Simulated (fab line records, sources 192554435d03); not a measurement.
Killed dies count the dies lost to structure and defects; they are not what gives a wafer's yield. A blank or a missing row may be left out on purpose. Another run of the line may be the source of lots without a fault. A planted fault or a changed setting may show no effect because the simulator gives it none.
Which tool is to blame? | flow n5-finfet | 31 wafers sampled from 11 lots at 1 step of a route of 1938

== WHAT THE GAUGES SHOWED, per wafer ==
N5_BEOL_M8_CD_MEAS_11 targets a cd of 38.5 nm.
lot  | measured     | on        | cd-nm (nm)
L231 | day 10 00:21 | cd-sem-01 | 38.3 39.1 38.3
L234 | day 10 03:43 | cd-sem-03 | 38.3 39.3 39.0
L235 | day 10 21:34 | cd-sem-02 | 38.3 38.3 38.5
L237 | day 11 05:41 | cd-sem-02 | 38.5 39.3 39.0
L240 | day 11 16:19 | cd-sem-01 | 38.8 38.9 39.5
L241 | day 12 14:33 | cd-sem-01 | 38.6 38.6
L246 | day 13 14:14 | cd-sem-02 | 38.5 38.0 37.3
L247 | day 13 22:47 | cd-sem-03 | 38.2 38.1 38.3
L249 | day 14 09:59 | cd-sem-02 | 39.3 39.1
L250 | day 15 02:13 | cd-sem-03 | 38.8 38.3 38.2
L252 | day 15 07:19 | cd-sem-02 | 38.3 38.9 38.3

== WHICH TOOL RAN EACH LOT (tool, then ch and the chambers of the sampled wafers, then the start) ==
The record shows no process step preceding these readings.

== WHAT THE TOOLS THEMSELVES READ (means of the sampled wafers that have a number; where no wafer has one, the mark that the record gives instead) ==
The record holds no such reading with a usual standard deviation.

== THE ANSWER, worked out from the rows above alone ==
Rule: usual is defined by the lots themselves. The widest of any qualifying gaps counts: lots, ordered by their means at a reading, are off when they make up no more than a third of the lots, leave a main group of 4 or more, and stand apart from it by 3 or more times the standard deviation of that group's means. A main group is skipped when, at the precision printed for the reading in the tables above, its means are all equal. Also off: a lot with no number at a reading for which 4 or more lots have one. Where the step has rows for the other lots, those lots are counted as sound. First the gauges in route order, then the tools' own readings, where a lot's mean is used as printed above. The first step at which some lot is off is used, and at that step the reading that is off furthest; a lot without a number counts as furthest.
Nothing can be told from this: no lot is off at any reading shown.

== WHAT THE SIMULATOR HAD INSERTED ==
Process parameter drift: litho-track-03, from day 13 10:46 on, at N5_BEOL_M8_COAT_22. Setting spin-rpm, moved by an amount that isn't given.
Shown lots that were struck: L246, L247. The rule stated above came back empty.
